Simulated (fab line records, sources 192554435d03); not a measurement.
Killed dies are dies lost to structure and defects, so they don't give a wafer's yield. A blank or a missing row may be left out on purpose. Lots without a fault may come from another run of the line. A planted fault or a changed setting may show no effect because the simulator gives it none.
A struck lot beside a sound one | flow n5_finfet | 37 steps out of a route of 1938
Sound: wafers L652.1, L652.2, L652.4. Struck: wafers L638.1, L638.3, L638.6. The cause comes at the end.
At each step with rows: each side's tool, then ch and its chambers, then its first start. Under that, the readings that differ: sound wafers | struck wafers | difference of the means | sigmas: that difference in standard deviations of wafers without a fault.
alike: readings whose means differ by less than 2 such deviations, and words and numbers that are the same on both sides. not compared: withheld readings, readings that some wafer has no value for, bounds like >300 that may hide the same value, and numbers for which the record gives no deviation and whose values overlap.
The two part at a step that has a row with sigmas, a row that says differs or no value, or rows on one side only. Numbers that don't overlap but have no deviation are shown without sigmas and don't part them. A reading that every wafer of one side lacks parts them only if that side has two wafers or more.

first, 9 steps without rows for these wafers: N5_WELL_APT_COAT_02 (resist thk 950 nm); N5_WELL_APT_EBR_04; N5_WELL_APT_SOFTBAKE_03 (time 60 s); N5_WELL_APT_EXPOSE_05 (exposes mask NWELL, defocus 0 nm, target cd 200 nm); N5_WELL_APT_PEB_06 (peb time 90 s); N5_WELL_APT_DEVELOP_07 (develop time 45 s); N5_WELL_APT_HARDBAKE_12 (time 120 s); N5_WELL_APT_DESCUM_13 (chemistry O2, time 7.9 s); N5_WELL_APT_IMPLANT_14.
N5_WELL_APT_IMPLANT_15:
  sound on implanter-02 ch 0, day 7 02:32; struck on implanter-02 ch 0, day 3 14:04
  reading            | sound                            | struck                        | difference | sigmas
  dose_ions_cm2      | 1.4978e+13 1.4975e+13 1.4961e+13 | 9.388e+12 9.384e+12 9.365e+12 | -5.592e+12 | -99 or more
  faraday_current_uA | 195 191 190                      | 119 118 120                   | -73        | -21
then, 25 steps without rows for these wafers: N5_WELL_APT_STRIP_16 (strips in SPM, time 900 s); N5_WELL_APT_HMDS_18 (time 60 s); N5_WELL_APT_COAT_19 (resist thk 950 nm); N5_WELL_APT_EBR_21; N5_WELL_APT_SOFTBAKE_20 (time 60 s); N5_WELL_APT_EXPOSE_22 (exposes mask PWELL, defocus 0 nm, target cd 200 nm); N5_WELL_APT_PEB_23 (peb time 90 s); N5_WELL_APT_DEVELOP_24 (develop time 45 s); N5_WELL_APT_HARDBAKE_29 (time 120 s); N5_WELL_APT_DESCUM_30 (chemistry O2, time 7.9 s); N5_WELL_APT_IMPLANT_31; N5_WELL_APT_IMPLANT_32; N5_WELL_APT_STRIP_33 (strips in SPM, time 900 s); N5_WELL_APT_RTA_34 (time 10 s); N5_WELL_APT_OXIDE_STRIP_42 (strips SiO2 in dHF, time 45 s, target depth 12 nm); N5_WELL_APT_PRECLEAN_36 (cleans in O3/DIW, time 45 s); N5_WELL_APT_PRECLEAN_39 (cleans in dHF, time 60 s); N5_WELL_APT_SRD_37 (time 30 s); N5_WELL_APT_EPI_41 (deposits Si from SiH4/H2, target thk 50 nm, time 297.7 s); N5_PMOS_HMC_CHANNEL_EPI_HM_DEP_34 (deposits SiO2 from TEOS/O2, target thk 36 nm, time 6.9 s); N5_PMOS_HMC_CHANNEL_EPI_COAT_31 (time 60 s, resist thk 66 nm); N5_PMOS_HMC_CHANNEL_EPI_COAT_03 (resist thk 205 nm); N5_PMOS_HMC_CHANNEL_EPI_EBR_05; N5_PMOS_HMC_CHANNEL_EPI_SOFTBAKE_04 (time 60 s); N5_PMOS_HMC_CHANNEL_EPI_EXPOSE_06 (exposes mask PMOS HMC BLK, target cd 240 nm).
-- the record jumps here: 7 days lie between the struck wafers' starts before and after (it left off in module PMOS_HMC_CHANNEL_EPI and takes up again in module BEOL_M4, whose first step shown is number 1111 of the route) --
N5_BEOL_M4_RC_MEAS_101:
  sound on prober-01 ch 0, day 13 20:20; struck on prober-01 ch 0, day 10 06:32
  reading | sound       | struck      | difference | sigmas
  CJ_P    | 5.7 5.5 5.9 | 4.5 4.5 4.5 | -1.2       | -4
  alike: DIBL_N, DIBL_P, IOFF_N, IOFF_P, ION_N, ION_P, SS_N, SS_P, VT_N, VT_P
-- the record jumps here: 5 days lie between the struck wafers' starts before and after (it left off in module BEOL_M4 and takes up again in module PASSIVATION, whose first step shown is number 1936 of the route) --
N5_PASSIVATION_PROBE_49:
  sound on prober-01, day 18 02:49; struck on prober-01, day 15 01:25
  reading              | sound | struck | difference | sigmas
  sort_bin_8_speed (%) | 0 0 0 | 3.2    | +3.2       | +2
  alike: defect_limited_yield, killed_at_M0_to_M3, killed_at_M4_up, killed_at_contacts, killed_at_front_end, killed_at_other, killed_dies, killed_open, killed_short, sort_bin_5_function, sort_bin_6_memory, sort_n_pass, sort_yield_pct

WHERE THEY PART
First at N5_WELL_APT_IMPLANT_15; last, within this record, at N5_PASSIVATION_PROBE_49.

WHY: what the simulator had put in
Process parameter drift: implanter-02, from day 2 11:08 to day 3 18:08, at N5_WELL_APT_IMPLANT_15. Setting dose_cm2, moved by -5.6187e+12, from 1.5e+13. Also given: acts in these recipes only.
